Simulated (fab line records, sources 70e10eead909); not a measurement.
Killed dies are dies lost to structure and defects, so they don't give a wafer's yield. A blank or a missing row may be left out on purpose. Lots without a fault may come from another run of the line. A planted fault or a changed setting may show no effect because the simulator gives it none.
Chamber matching | flow nand_harc | NHARC_A_SGD_CUT_ETCH_58 on rie_diel-08: 4 sister chambers
The step etches the open film in CF4, target depth 39 nm, time 65 s. 7 wafers are shown with their chamber, then 7 later ones without.

WAFERS WITH THEIR CHAMBER
wafer  | chamber | drypump_motor_current_A (A) | oes_product_au (a.u.)
L102.2 | 1       | 5.1                         | 0.985
L104.3 | 3       | 5.6                         | 1.007
L109.2 | 0       | 5.5                         | 0.988
L109.4 | 3       | 5.6                         | 0.999
L109.5 | 2       | 5.3                         | 1.014
L111.3 | 0       | 5.5                         | 0.988
L111.4 | 2       | 5.4                         | 1.016

WAFERS WITHOUT THEIR CHAMBER
wafer  | drypump_motor_current_A (A) | oes_product_au (a.u.)
L111.5 | 5.1                         | 0.995
L113.1 | 5.6                         | 1.020
L113.5 | 5.4                         | 1.019
L113.6 | 5.6                         | 1.019
L115.1 | 5.5                         | 0.994
L115.4 | 5.1                         | 1.005
L115.6 | 5.4                         | 1.021

WHICH CHAMBER EACH WENT THROUGH
wafer  | from the rows above     | in truth
L111.5 | 1                       | 1
L113.1 | can't be placed: 3 or 2 | 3
L113.5 | 2                       | 2
L113.6 | can't be placed: 3 or 2 | 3
L115.1 | can't be placed: 0 or 3 | 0
L115.4 | can't be placed: 1 or 2 | 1
L115.6 | 2                       | 2
Placed correctly: 3 of 7. Can't be placed from these rows: 4 (the true chamber is among the candidates in 4). Placed wrongly: 0.
How it was worked out, from the rows above alone: a wafer's distance from a chamber is the root of the sum, over the readings, of the square of ((its reading less the chamber's mean) divided by the reading's scatter). The wafer belongs to the nearest chamber; if the next one is less than 2 further off, it can't be placed. A chamber's mean is the mean of its shown wafers. The scatter: the root of (the sum of the squares of (reading less its chamber's mean) over the shown wafers, divided by (wafers less chambers)).
